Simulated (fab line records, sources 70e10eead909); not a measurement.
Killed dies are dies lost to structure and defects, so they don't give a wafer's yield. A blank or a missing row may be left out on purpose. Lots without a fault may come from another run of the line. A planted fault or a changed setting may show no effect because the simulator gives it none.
A struck lot beside a sound one | flow nand_harc | 41 steps out of a route of 1302
Sound: wafers L996.2, L996.4, L996.6. Struck: wafers L106.4, L106.5, L106.6. The cause comes at the end.
At each step with rows: each side's tool, then ch and its chambers, then its first start. Under that, the readings that differ: sound wafers | struck wafers | difference of the means | sigmas: that difference in standard deviations of wafers without a fault.
alike: readings whose means differ by less than 2 such deviations, and words and numbers that are the same on both sides. not compared: withheld readings, readings that some wafer has no value for, bounds like >300 that may hide the same value, and numbers for which the record gives no deviation and whose values overlap.
The two part at a step that has a row with sigmas, a row that says differs or no value, or rows on one side only. Numbers that don't overlap but have no deviation are shown without sigmas and don't part them. A reading that every wafer of one side lacks parts them only if that side has two wafers or more.

first, 2 steps without rows for these wafers: NHARC_A_STAIRCASE_HARDBAKE_218 (time 140 s); NHARC_A_STAIRCASE_DESCUM_219 (chemistry O2, time 3 s).
NHARC_A_STAIRCASE_TRIM_220: chemistry O2, time 211.2 s.
  sound on rie_diel-02 ch 0,1,3, day 19 16:45; struck on rie_diel-11 ch 1,2,3, day 23 00:05
  alike: drypump_motor_current_A, oes_product_au, rf_vpp_V, showerhead_plenum_p_Torr, throttle_valve_pct
  not compared: rf_hours_counter_h
then, 2 steps without rows for these wafers: NHARC_A_STAIRCASE_ETCH_221 (etches the open film in C4F8/O2, target depth 100 nm, time 40.5 s); NHARC_A_STAIRCASE_TRIM_222 (chemistry O2, time 211.2 s).
NHARC_A_STAIRCASE_ETCH_223: etches the open film in C4F8/O2, target depth 100 nm, time 40.5 s.
  sound on rie_diel-02 ch 0,1,2; struck on rie_diel-11 ch 1,2,3
  alike: oes_product_au, rf_vpp_V
  not compared: rf_hours_counter_h
then, 5 steps without rows for these wafers: NHARC_A_STAIRCASE_TRIM_224 (chemistry O2, time 211.2 s); NHARC_A_STAIRCASE_ETCH_225 (etches the open film in C4F8/O2, target depth 100 nm, time 40.5 s); NHARC_A_STAIRCASE_TRIM_226 (chemistry O2, time 211.2 s); NHARC_A_STAIRCASE_ETCH_227 (etches the open film in C4F8/O2, target depth 100 nm, time 40.5 s); NHARC_A_STAIRCASE_TRIM_229 (chemistry O2, time 211.2 s).
NHARC_A_STAIRCASE_ETCH_230: etches the open film in C4F8/O2, target depth 100 nm, time 40.5 s.
  sound on rie_diel-02 ch 1,2,3, day 19 17:57; struck on rie_diel-11 ch 1,2,3, day 23 01:44
  alike: oes_product_au, rf_vpp_V
  not compared: rf_hours_counter_h
then, 20 steps without rows for these wafers: NHARC_A_STAIRCASE_TRIM_231 (chemistry O2, time 211.2 s); NHARC_A_STAIRCASE_ETCH_232 (etches the open film in C4F8/O2, target depth 100 nm, time 40.5 s); NHARC_A_STAIRCASE_TRIM_233 (chemistry O2, time 211.2 s); NHARC_A_STAIRCASE_ETCH_234 (etches the open film in C4F8/O2, target depth 100 nm, time 40.5 s); NHARC_A_STAIRCASE_TRIM_235 (chemistry O2, time 211.2 s); NHARC_A_STAIRCASE_ETCH_236 (etches the open film in C4F8/O2, target depth 100 nm, time 40.5 s); NHARC_A_STAIRCASE_STRIP_238 (strips in O2); NHARC_A_STAIRCASE_STRIP_239 (strips in SPM, time 900 s); NHARC_A_STAIRCASE_PRECLEAN_240 (cleans in SC1); NHARC_A_STAIRCASE_SRD_241; NHARC_A_STAIRCASE_DEHYDRATE_242 (time 120 s); NHARC_A_STAIRCASE_HMDS_243 (time 30 s); NHARC_A_STAIRCASE_COAT_244; NHARC_A_STAIRCASE_SOFTBAKE_245 (time 170 s); NHARC_A_STAIRCASE_EBR_246; NHARC_A_STAIRCASE_EXPOSE_247 (exposes mask SDS 1); NHARC_A_STAIRCASE_PEB_248 (peb time 130 s); NHARC_A_STAIRCASE_DEVELOP_249 (time 140 s); NHARC_A_STAIRCASE_HARDBAKE_251 (time 140 s); NHARC_A_STAIRCASE_DESCUM_252 (chemistry O2, time 3 s).
NHARC_A_STAIRCASE_ETCH_253: etches the open film in C4F8/O2, target depth 50 nm, time 20.2 s.
  sound on rie_diel-03 ch 1,2, day 19 20:26; struck on rie_diel-11 ch 1,2,3, day 23 06:01
  alike: oes_product_au, rf_vpp_V
  not compared: rf_hours_counter_h
then, 4 steps without rows for these wafers: NHARC_A_STAIRCASE_STRIP_254 (strips in O2); NHARC_A_STAIRCASE_STRIP_255 (strips in SPM, time 900 s); NHARC_A_STAIRCASE_PRECLEAN_256 (cleans in SC1); NHARC_A_STAIRCASE_SRD_257.
NHARC_A_STAIRCASE_HM_DEP_456: deposits aC, target thk 3100 nm.
  sound on acl_dep-02 ch 0, day 19 22:40; struck on acl_dep-03 ch 0, day 23 09:34
  alike: throttle_valve_pct
NHARC_A_STAIRCASE_DEP_259: deposits SiON, target thk 30 nm.
  sound on pecvd-03 ch 0,1, day 20 00:32; struck on pecvd-04 ch 0,1,2, day 23 10:35
  alike: heater_power_w
-- the record jumps here: 3 days lie between the struck wafers' starts before and after (it left off in module A_STAIRCASE and takes up again in module A_SGD_CUT, whose first step shown is number 890 of the route) --
NHARC_A_SGD_CUT_DEP_00: deposits SiNx, target thk 50 nm.
  sound on pecvd-03 ch 0,1, day 22 23:31; struck on pecvd-03 ch 0,1,2, day 26 05:36
  reading | sound | struck                                                                     | difference                   | sigmas
  hold    | - - - | await_dispo/2.8h/release await_dispo/2.8h/release await_dispo/2.8h/release | no value on the sound wafers |
  alike: heater_power_w
-- the record jumps here: 6 days lie between the struck wafers' starts before and after (it left off in module A_SGD_CUT and takes up again in module END, whose first step shown is number 1302 of the route) --
NHARC_END_SORT_01:
  the record has rows for the struck wafers here (prober-02 ch 0, day 31 18:22) and none for the sound ones

WHERE THEY PART
First at NHARC_A_SGD_CUT_DEP_00; last, within this record, at NHARC_END_SORT_01.

WHY: what the simulator had put in
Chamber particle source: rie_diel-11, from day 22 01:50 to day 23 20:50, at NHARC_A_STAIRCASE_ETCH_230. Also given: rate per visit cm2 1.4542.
